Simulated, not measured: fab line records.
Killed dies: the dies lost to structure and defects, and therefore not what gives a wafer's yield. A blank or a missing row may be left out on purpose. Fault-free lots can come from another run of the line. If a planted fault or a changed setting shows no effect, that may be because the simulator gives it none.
Matching of chambers	flow n5-finfet	rie-diel-05 running N5_DUMMY_GATE_ETCH_31: 4 sister chambers
The step etches SiO2 in C4F6/O2, target depth 82.5 nm, time 27.5 s. 20 wafers are shown with their chamber, then 10 later ones without.

## EACH WAFER AND ITS CHAMBER
wafer	chamber	showerhead-plenum-p-Torr (Torr)	throttle-valve-pct (%)	rf-vpp-V (V)
L076.3	3	2.69	21.43	648
L076.4	2	2.96	21.24	667
L076.6	3	2.69	21.42	650
L079.1	2	2.96	21.25	667
L079.2	1	2.77	21.40	650
L079.6	3	2.68	21.44	648
L080.2	2	2.96	21.25	666
L080.3	3	2.68	21.42	649
L080.4	0	2.74	21.62	671
L081.2	2	2.96	21.26	666
L081.3	0	2.74	21.61	673
L081.5	3	2.68	21.43	650
L082.2	1	2.77	21.42	648
L082.3	2	2.96	21.24	666
L082.4	3	2.68	21.42	650
L083.1	0	2.74	21.63	673
L083.2	2	2.96	21.25	666
L083.4	1	2.77	21.42	649
L085.2	2	2.95	21.26	666
L085.4	1	2.77	21.44	650

SIGNATURES (means of the wafers above)
reading	chamber 0	chamber 1	chamber 2	chamber 3	scatter within a chamber
showerhead-plenum-p-Torr	2.7400	2.7700	2.9586	2.6833	0.0037
throttle-valve-pct	21.6200	21.4200	21.2500	21.4267	0.0104
rf-vpp-V	672.33	649.25	666.29	649.17	0.854
Rule: for each reading, subtract the chamber's mean from the wafer's reading, divide by that reading's scatter and square the result; add these up over the readings and take the root, which gives the wafer's distance from the chamber. The wafer belongs to the nearest chamber; if the next one is less than 2 further off, it can't be placed. The scatter: take each reading less its chamber's mean, square it, sum over the shown wafers, divide by the number of wafers less the number of chambers, and take the root.

## WAFERS WHOSE CHAMBER IS MISSING
wafer	showerhead-plenum-p-Torr (Torr)	throttle-valve-pct (%)	rf-vpp-V (V)
L085.6	2.95	21.25	667
L088.2	2.76	21.45	648
L088.3	2.73	21.65	672
L088.5	3.02	21.07	660
L090.1	2.95	21.28	667
L090.3	3.02	21.09	659
L090.6	2.76	21.46	649
L097.1	2.72	21.68	672
L097.3	3.01	21.09	659
L097.6	2.95	21.30	667

## WHICH CHAMBER EACH ONE RAN IN
wafer	from the rows above	in truth
L085.6	2	2
L088.2	1	1
L088.3	0	0
L088.5	2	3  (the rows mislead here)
L090.1	2	2
L090.3	2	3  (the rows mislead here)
L090.6	1	1
L097.1	0	0
L097.3	2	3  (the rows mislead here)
L097.6	2	2
Correct placement for 7 of the 10. Can't be placed from these rows: 0. 3 placed wrongly.
